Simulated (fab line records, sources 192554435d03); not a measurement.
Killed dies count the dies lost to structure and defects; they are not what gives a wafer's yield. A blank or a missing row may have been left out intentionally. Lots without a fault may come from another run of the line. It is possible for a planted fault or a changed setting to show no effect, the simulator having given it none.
Matching of chambers    flow n5-finfet    N5_BEOL_M2_PECVD_72 on pecvd-01 has 3 sister chambers
The step deposits SiO2 from TEOS/O2, target thk 16 nm, time 18 s. 18 wafers are shown with their chamber, then 9 later ones without.

== EACH WAFER AND ITS CHAMBER ==
wafer   chamber  throttle-valve-pct (%)  showerhead-plenum-p-Torr (Torr)  heater-power-w (W)
L075.2  1        22.7                    8.74                             674
L075.4  0        23.5                    8.71                             903
L075.5  1        23.0                    8.73                             680
L077.1  1        23.0                    8.74                             745
L077.5  1        22.9                    8.73                             773
L077.6  2        20.9                    8.85                             841
L079.1  1        22.9                    8.75                             772
L079.2  0        23.4                    8.70                             751
L079.3  2        20.7                    8.83                             821
L081.2  2        20.9                    8.81                             840
L081.3  0        23.4                    8.71                             837
L081.4  0        23.5                    8.71                             860
L082.3  1        23.0                    8.74                             704
L082.5  1        22.8                    8.76                             727
L082.6  0        23.5                    8.70                             842
L083.1  1        23.1                    8.74                             751
L083.3  0        23.2                    8.70                             764
L083.5  1        23.0                    8.74                             752

SIGNATURES (averages over the wafers above)
reading                   chamber 0  chamber 1  chamber 2  scatter within a chamber
throttle-valve-pct        23.417     22.933     20.833     0.12
showerhead-plenum-p-Torr  8.7050     8.7411     8.8300     0.0105
heater-power-w            826.17     730.89     834.00     43.4
Rule: for a wafer and a chamber, the distance is found by dividing, reading by reading, the gap between the wafer's reading and the chamber's mean by the reading's scatter, squaring, summing and taking the root. The wafer belongs to the nearest chamber; if the next one is less than 2 further off, it can't be placed. The scatter is the square root of a quotient: the sum, over the shown wafers, of each reading's squared deviation from its chamber's mean, divided by wafers minus chambers.

== WAFERS MISSING THEIR CHAMBER ==
wafer   throttle-valve-pct (%)  showerhead-plenum-p-Torr (Torr)  heater-power-w (W)
L092.3  23.4                    8.71                             799
L092.4  23.1                    8.77                             736
L092.5  23.4                    8.70                             783
L093.1  23.4                    8.71                             787
L093.2  20.9                    8.84                             802
L093.6  23.5                    8.69                             784
L097.1  21.4                    8.85                             815
L097.2  22.9                    8.74                             789
L097.4  23.3                    8.69                             751

== THE CHAMBER EACH PASSED THROUGH ==
wafer   from the rows above  in truth
L092.3  0                    0
L092.4  1                    1
L092.5  0                    0
L093.1  0                    0
L093.2  2                    2
L093.6  0                    0
L097.1  2                    2
L097.2  1                    1
L097.4  0                    0
9 of 9 placed correctly. Number that these rows cannot place: 0. Wrongly placed: 0.
